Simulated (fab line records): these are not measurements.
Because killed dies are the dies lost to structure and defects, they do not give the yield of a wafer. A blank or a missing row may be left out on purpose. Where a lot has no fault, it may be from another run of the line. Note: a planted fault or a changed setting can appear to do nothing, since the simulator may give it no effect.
The tool behind it: which one? / flow n5Finfet / 10 lots, 27 wafers sampled, at 3 steps of a route of 1938

== WHAT EACH GAUGE READ, for each wafer ==
N5_BEOL_M1_OVL_MEAS_29.
lot=L718; measured=day 6 12:16; on=overlay-01; V0_OVL (nm)=0.3 0.1 0.8
lot=L719; measured=day 6 14:01; on=overlay-01; V0_OVL (nm)=-0.3 0.8
lot=L720; measured=day 6 21:40; on=overlay-02; V0_OVL (nm)=0.1 0.7 1.0
lot=L717; measured=day 7 06:47; on=overlay-02; V0_OVL (nm)=-1.3 -0.7 -0.4
lot=L724; measured=day 7 20:07; on=overlay-02; V0_OVL (nm)=0.3 0.0 -0.3
lot=L725; measured=day 8 07:51; on=overlay-02; V0_OVL (nm)=0.1 -1.2 -0.7
lot=L736; measured=day 10 23:08; on=overlay-02; V0_OVL (nm)=0.2 -0.2
lot=L739; measured=day 11 15:03; on=overlay-01; V0_OVL (nm)=0.7 0.7 0.7
lot=L738; measured=day 11 15:20; on=overlay-01; V0_OVL (nm)=-0.5 0.4 -0.4
lot=L740; measured=day 11 20:03; on=overlay-02; V0_OVL (nm)=1.4 0.3

== EACH LOT AND THE TOOL THAT RAN IT (in order: tool; ch and the chambers of the sampled wafers; start) ==
lot=L718; N5_BEOL_M1_STRIP_66=rieDiel-01 ch 1,2, day 6 11:40; N5_BEOL_M1_STRIP_19=rieDiel-02 ch 0,3, day 6 11:50
lot=L719; N5_BEOL_M1_STRIP_66=rieDiel-02 ch 0,3, day 6 13:26; N5_BEOL_M1_STRIP_19=rieDiel-01 ch 1,3, day 6 13:35
lot=L720; N5_BEOL_M1_STRIP_66=rieDiel-01 ch 1,2,3, day 6 20:58; N5_BEOL_M1_STRIP_19=rieDiel-01 ch 0,3, day 6 21:07
lot=L717; N5_BEOL_M1_STRIP_66=rieDiel-01 ch 0,1,3, day 7 06:12; N5_BEOL_M1_STRIP_19=rieDiel-02 ch 0,1,2, day 7 06:22
lot=L724; N5_BEOL_M1_STRIP_66=rieDiel-01 ch 0,1, day 7 19:08; N5_BEOL_M1_STRIP_19=rieDiel-04 ch 1,2,3, day 7 19:34
lot=L725; N5_BEOL_M1_STRIP_66=rieDiel-01 ch 1,2, day 8 07:04; N5_BEOL_M1_STRIP_19=rieDiel-04 ch 0,1,3, day 8 07:26
lot=L736; N5_BEOL_M1_STRIP_66=rieDiel-04 ch 2,3, day 10 22:29; N5_BEOL_M1_STRIP_19=rieDiel-02 ch 0,3, day 10 22:41
lot=L739; N5_BEOL_M1_STRIP_66=rieDiel-01 ch 0,1,3, day 11 14:17; N5_BEOL_M1_STRIP_19=rieDiel-02 ch 0,3, day 11 14:35
lot=L738; N5_BEOL_M1_STRIP_66=rieDiel-04 ch 0,1, day 11 14:38; N5_BEOL_M1_STRIP_19=rieDiel-02 ch 0,1,2, day 11 14:47
lot=L740; N5_BEOL_M1_STRIP_66=rieDiel-04 ch 0, day 11 19:20; N5_BEOL_M1_STRIP_19=rieDiel-02 ch 2, day 11 19:29
- N5_BEOL_M1_STRIP_66: strips in CF4.
- N5_BEOL_M1_STRIP_19: strips in O2.

== THE ANSWER, worked out from the rows above alone ==
Rule: what is usual is taken from the lots themselves. The widest of any qualifying gaps counts: lots, ordered by their means at a reading, are off when they make up no more than a third of the lots, leave a main group of 4 or more, and stand apart from it by 3 or more times the standard deviation of that group's means. If all means in a main group match to the digits the tables above print for the reading, that group is not used. Also off: a lot with no number at a reading for which 4 or more lots have one. The other lots that the step has rows for count as sound.
No lot is off at any reading shown: from this, nothing can be told.

== WHAT THE SIMULATOR HAD PUT IN ==
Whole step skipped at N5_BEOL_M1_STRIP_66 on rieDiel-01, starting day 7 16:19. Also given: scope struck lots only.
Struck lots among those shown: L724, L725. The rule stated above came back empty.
